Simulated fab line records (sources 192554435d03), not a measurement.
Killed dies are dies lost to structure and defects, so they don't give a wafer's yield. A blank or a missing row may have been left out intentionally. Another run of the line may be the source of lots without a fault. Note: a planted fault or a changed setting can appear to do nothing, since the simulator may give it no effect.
Matching of chambers + flow n5 finfet + 4 sister chambers for N5_SPACER0_ALD_00 on ald sin-01
The step deposits SiOCN, target thk 3.5 nm, pulse time 3 s, purge time 2 s. 14 wafers are shown with their chamber, then 7 later ones without.

WAFERS PAIRED WITH THEIR CHAMBERS
| wafer  | chamber | heater power w (W) | precursor pulse height rel |
|--------|---------|--------------------|----------------------------|
| L075.1 | 1       | 848                | 1.035                      |
| L075.3 | 0       | 686                | 0.972                      |
| L075.5 | 0       | 703                | 1.001                      |
| L080.1 | 2       | 893                | 1.032                      |
| L080.4 | 0       | 706                | 0.995                      |
| L080.5 | 3       | 904                | 1.025                      |
| L081.3 | 1       | 843                | 1.016                      |
| L081.4 | 3       | 891                | 0.983                      |
| L081.6 | 2       | 869                | 0.994                      |
| L082.1 | 3       | 879                | 0.995                      |
| L082.2 | 2       | 901                | 1.007                      |
| L082.4 | 0       | 697                | 1.002                      |
| L085.3 | 1       | 864                | 0.983                      |
| L085.5 | 1       | 823                | 1.005                      |

SIGNATURES (means of the wafers above)
| reading                    | chamber 0 | chamber 1 | chamber 2 | chamber 3 | scatter within a chamber |
|----------------------------|-----------|-----------|-----------|-----------|--------------------------|
| heater power w             | 698.00    | 844.50    | 887.67    | 891.33    | 14                       |
| precursor pulse height rel | 0.99250   | 1.00975   | 1.01100   | 1.00100   | 0.0192                   |
Rule: a wafer lies at a distance from a chamber equal to the root of the sum of squares, over the readings, of (its reading less the chamber's mean, divided by the reading's scatter). The wafer belongs to the nearest chamber; if the next one is less than 2 further off, it can't be placed. The scatter: the root of (the sum of the squares of (reading less its chamber's mean) over the shown wafers, divided by (wafers less chambers)).

WAFERS WHOSE CHAMBER IS MISSING
| wafer  | heater power w (W) | precursor pulse height rel |
|--------|--------------------|----------------------------|
| L085.6 | 883                | 0.998                      |
| L086.1 | 825                | 1.005                      |
| L086.3 | 692                | 0.981                      |
| L086.4 | 905                | 1.004                      |
| L088.1 | 850                | 1.005                      |
| L088.3 | 912                | 0.990                      |
| L088.4 | 888                | 0.955                      |

WHICH CHAMBER EACH WENT THROUGH
| wafer  | from the rows above          | in truth |
|--------|------------------------------|----------|
| L085.6 | can't be placed: 3 or 2      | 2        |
| L086.1 | 1                            | 1        |
| L086.3 | 0                            | 0        |
| L086.4 | can't be placed: 3 or 2      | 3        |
| L088.1 | 1                            | 1        |
| L088.3 | can't be placed: 3 or 2      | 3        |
| L088.4 | can't be placed: 3 or 2 or 1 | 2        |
3 of 7 placed correctly. Not placeable from these rows: 4 (in 4, the candidates include the true chamber). Placed wrongly: 0.
